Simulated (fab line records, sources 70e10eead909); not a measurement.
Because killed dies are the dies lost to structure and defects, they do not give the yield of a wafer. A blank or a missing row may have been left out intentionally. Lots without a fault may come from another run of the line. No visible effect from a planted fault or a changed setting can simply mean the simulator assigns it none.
Chamber matching + flow nand harc + cmp-02 running NHARC_A_STAIRCASE_CMP_472: 4 sister chambers
The step polishes SiO2. 8 wafers are shown with their chamber, then 7 later ones without.

## EACH WAFER AND ITS CHAMBER
| wafer  | chamber | motor current A (A) | pad life wafers |
|--------|---------|---------------------|-----------------|
| L076.3 | 0       | 15.1                | 93              |
| L080.4 | 2       | 10.8                | 260             |
| L082.2 | 3       | 10.8                | 362             |
| L083.4 | 3       | 11.2                | 38              |
| L086.1 | 2       | 11.6                | 67              |
| L086.2 | 1       | 11.6                | 66              |
| L089.1 | 1       | 11.9                | 266             |
| L089.4 | 0       | 15.3                | 265             |

## WAFERS WHOSE CHAMBER IS MISSING
| wafer  | motor current A (A) | pad life wafers |
|--------|---------------------|-----------------|
| L092.1 | 11.6                | 369             |
| L092.3 | 10.1                | 367             |
| L093.3 | 15.5                | 42              |
| L093.4 | 11.4                | 43              |
| L094.1 | 14.7                | 50              |
| L096.3 | 10.8                | 156             |
| L096.4 | 12.3                | 159             |

## WHICH CHAMBER EACH ONE RAN IN
| wafer  | from the rows above          | in truth |
|--------|------------------------------|----------|
| L092.1 | can't be placed: 1 or 2 or 3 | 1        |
| L092.3 | can't be placed: 3 or 2      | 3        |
| L093.3 | 0                            | 0        |
| L093.4 | can't be placed: 2 or 1 or 3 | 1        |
| L094.1 | 0                            | 0        |
| L096.3 | can't be placed: 3 or 2      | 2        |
| L096.4 | can't be placed: 1 or 2      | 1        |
Correct placement for 2 of the 7. Can't be placed from these rows: 5 (the true chamber is among the candidates in 5). Placed wrongly: 0.
How it was worked out, from the rows above alone: a wafer's distance from a chamber is the root of the sum, over the readings, of the square of ((its reading less the chamber's mean) divided by the reading's scatter). If the next closest chamber is less than 2 further off than the closest, the wafer can't be placed; otherwise it belongs to the closest. The mean given for a chamber averages the wafers shown for that chamber. The scatter: take each reading less its chamber's mean, square it, sum over the shown wafers, divide by the number of wafers less the number of chambers, and take the root.
